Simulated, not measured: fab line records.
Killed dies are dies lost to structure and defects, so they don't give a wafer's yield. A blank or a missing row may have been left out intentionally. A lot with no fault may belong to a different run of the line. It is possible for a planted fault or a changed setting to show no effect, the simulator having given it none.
Matching of chambers ; flow n5-finfet ; N5_BEOL_M10_DESCUM_16 on rie-diel-06: 4 sister chambers
The step chemistry O2, time 7.9 s. 22 wafers are shown with their chamber, then 11 later ones without.

## EACH WAFER AND ITS CHAMBER
wafer;chamber;drypump-motor-current-A (A);throttle-valve-pct (%);showerhead-plenum-p-Torr (Torr)
L074.2;1;5.8;20.50;2.01
L074.3;3;6.0;20.74;2.21
L074.6;1;5.8;20.51;2.01
L075.1;0;5.8;20.34;2.21
L075.2;3;6.0;20.76;2.21
L075.5;3;6.0;20.75;2.21
L083.1;0;5.8;20.37;2.20
L083.2;1;5.8;20.53;2.00
L083.3;2;4.9;19.90;2.07
L083.4;3;6.0;20.77;2.20
L083.5;2;4.9;19.93;2.07
L083.6;1;5.8;20.55;2.00
L089.1;0;5.8;20.39;2.20
L089.2;1;5.8;20.56;2.00
L089.3;2;4.9;19.94;2.06
L088.1;2;4.9;19.92;2.06
L088.4;1;5.8;20.57;2.00
L088.6;2;5.0;19.93;2.06
L091.1;1;5.8;20.57;1.99
L091.2;0;5.8;20.41;2.19
L091.3;2;5.0;19.94;2.06
L091.4;3;6.0;20.80;2.19

SIGNATURES (averages over the wafers above)
reading;chamber 0;chamber 1;chamber 2;chamber 3;scatter within a chamber
drypump-motor-current-A;5.800;5.800;4.933;6.000;0.0272
throttle-valve-pct;20.3775;20.5414;19.9267;20.7640;0.0245
showerhead-plenum-p-Torr;2.2000;2.0014;2.0633;2.2040;0.00722
Rule: for a wafer and a chamber, the distance is found by dividing, reading by reading, the gap between the wafer's reading and the chamber's mean by the reading's scatter, squaring, summing and taking the root. The wafer belongs to the nearest chamber; if the next one is less than 2 further off, it can't be placed. The scatter: take each reading less its chamber's mean, square it, sum over the shown wafers, divide by the number of wafers less the number of chambers, and take the root.

## WAFERS WITHOUT THEIR CHAMBER
wafer;drypump-motor-current-A (A);throttle-valve-pct (%);showerhead-plenum-p-Torr (Torr)
L091.5;5.8;20.58;1.99
L091.6;5.0;19.94;2.06
L092.4;4.9;19.95;2.06
L092.5;6.0;20.81;2.19
L092.6;4.9;19.94;2.06
L096.1;4.9;19.95;2.05
L096.3;5.8;20.58;1.99
L096.5;5.8;20.43;2.19
L097.1;6.0;20.81;2.19
L097.2;5.8;20.59;1.99
L097.3;5.8;20.43;2.19

## WHICH CHAMBER EACH WENT THROUGH
wafer;from the rows above;in truth
L091.5;1;1
L091.6;2;2
L092.4;2;2
L092.5;3;3
L092.6;2;2
L096.1;2;2
L096.3;1;1
L096.5;0;0
L097.1;3;3
L097.2;1;1
L097.3;0;0
11 of 11 placed correctly. Left unplaced by these rows: 0. Wrongly placed: 0.
